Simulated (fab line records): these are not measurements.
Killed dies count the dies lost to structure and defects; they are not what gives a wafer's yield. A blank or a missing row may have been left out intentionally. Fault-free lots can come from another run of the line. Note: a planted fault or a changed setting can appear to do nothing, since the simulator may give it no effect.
Split-lot trial | flow n5-finfet | 7 lots, 21 wafers read, on a route of 1938 steps

ABOUT THE SPLIT
At N5_BEOL_M10_COAT_22 (resist thk 90 nm), the setting spin-rpm was moved away from the recipe's 1500 rpm on 6 of the 21 wafers read, by -8.7% to +7.1%. All remaining wafers had this setting at the recipe value.

FROM THE SPLIT TO THE READING: what the file shows between them, 3 steps
- N5_BEOL_M10_EBR_24
- N5_BEOL_M10_SOFTBAKE_23: time 60 s
- N5_BEOL_M10_DESCUM_33: chemistry O2, time 7.9 s

THE READING
CAR-ArF_of_BEOL_M10_COAT_22.thk-nm (the simulator's own value, which no gauge read), in nm, at N5_BEOL_M10_ETCH_65 (etches SiARC in CF4, target depth 39 nm, time 65 s). No usual value for it is given in the file. The 15 wafers here that ran the recipe average 55.4 nm, standard deviation 0.44 nm.

wafer  | tool, chamber at the split | spin-rpm as run, rpm | against the recipe | CAR-ArF_of_BEOL_M10_COAT_22.thk-nm, nm | against lot-mates on the recipe
L076.3 | litho-track-05, 0          | 1369                 | -8.7%              | 60.2                                   | +4.6
L076.4 | litho-track-05, 0          | 1369                 | -8.7%              | 60.4                                   | +4.8
L076.6 | litho-track-05, 0          | 1500                 | recipe             | 55.6                                   | -
L075.1 | litho-track-05, 0          | 1549                 | +3.3%              | 53.6                                   | -1.5
L075.2 | litho-track-05, 0          | 1500                 | recipe             | 55.4                                   | -
L075.5 | litho-track-05, 0          | 1500                 | recipe             | 54.8                                   | -
L084.1 | litho-track-05, 0          | 1607                 | +7.1%              | 52.8                                   | -2.6
L084.3 | litho-track-05, 0          | 1500                 | recipe             | 55.4                                   | -
L084.4 | litho-track-05, 0          | 1607                 | +7.1%              | 51.6                                   | -3.8
L082.1 | litho-track-04, 0          | 1500                 | recipe             | 55.4                                   | -
L082.4 | litho-track-04, 0          | 1586                 | +5.7%              | 53.2                                   | -2.2
L082.6 | litho-track-04, 0          | 1500                 | recipe             | 55.4                                   | -
L086.2 | litho-track-04, 0          | 1500                 | recipe             | 55.6                                   | -
L086.3 | litho-track-04, 0          | 1500                 | recipe             | 54.2                                   | -
L086.6 | litho-track-04, 0          | 1500                 | recipe             | 55.4                                   | -
L091.3 | litho-track-05, 0          | 1500                 | recipe             | 56                                     | -
L091.4 | litho-track-05, 0          | 1500                 | recipe             | 56.2                                   | -
L091.6 | litho-track-05, 0          | 1500                 | recipe             | 55.6                                   | -
L096.1 | litho-track-04, 0          | 1500                 | recipe             | 55.4                                   | -
L096.4 | litho-track-04, 0          | 1500                 | recipe             | 55.4                                   | -
L096.5 | litho-track-04, 0          | 1500                 | recipe             | 55.6                                   | -

FIT RESULTS
A straight line over all 21 wafers: CAR-ArF_of_BEOL_M10_COAT_22.thk-nm changes by -0.505 nm for each +1% of spin-rpm; r = -0.97; the points scatter about the line by 0.49 nm.
The same after taking each lot's own level away (the mean of its wafers on the recipe; 21 wafers): -0.49 nm for each +1%; r = -0.98; scatter 0.4 nm.
That fit puts the effect of the largest move of spin-rpm on the reading at 4.3 nm.
From 55.07 to 55.93 nm: that is the span of the lots' own levels, equal to 2.0 times the standard deviation above.
So the lot-to-lot level changes the slope little: the two slopes agree.
Check: +4.27 nm against its lot-mates is what the line predicts for one of the wafers moved furthest among these (-8.7%) when that wafer is left out of the fit. Against them it came out at +4.6 nm.

ADDITIONAL SPLITS CARRIED BY THESE WAFERS
Other splits were also applied to these wafers ahead of the reading. Each is held against what the fit with the lots' levels taken away leaves over:
other split on the same wafers | wafers away from the commonest value | r with CAR-ArF_of_BEOL_M10_COAT_22.thk-nm (lot level and that fit taken away)
N5_BEOL_M9_ILD_DEP_00 time-s   | 6                                    | +0.23
N5_BEOL_M10_COAT_64 spin-rpm   | 7                                    | +0.60

THE WHOLE CHAIN: every reading that the file lists as answering this split, in the file's order
step                  | what it does                                       | reading                                                                             | change (the file's fit)               | r (the file's)
N5_BEOL_M10_COAT_22   | resist thk 90 nm                                   | CAR-ArF_of_BEOL_M10_COAT_22.thk-nm (the simulator's own value, which no gauge read) | -0.429 nm for each +1% of the setting | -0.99
N5_BEOL_M10_DESCUM_33 | chemistry O2, time 7.9 s                           | CAR-ArF_of_BEOL_M10_COAT_22.thk-nm (the simulator's own value, which no gauge read) | -0.418 nm for each +1% of the setting | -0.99
N5_BEOL_M10_ETCH_65   | etches SiARC in CF4, target depth 39 nm, time 65 s | CAR-ArF_of_BEOL_M10_COAT_22.thk-nm (the simulator's own value, which no gauge read) | -0.477 nm for each +1% of the setting | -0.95

THE FILE'S OWN FIT
CAR-ArF_of_BEOL_M10_COAT_22.thk-nm changes by -0.477 nm for each +1% of spin-rpm, r = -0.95.
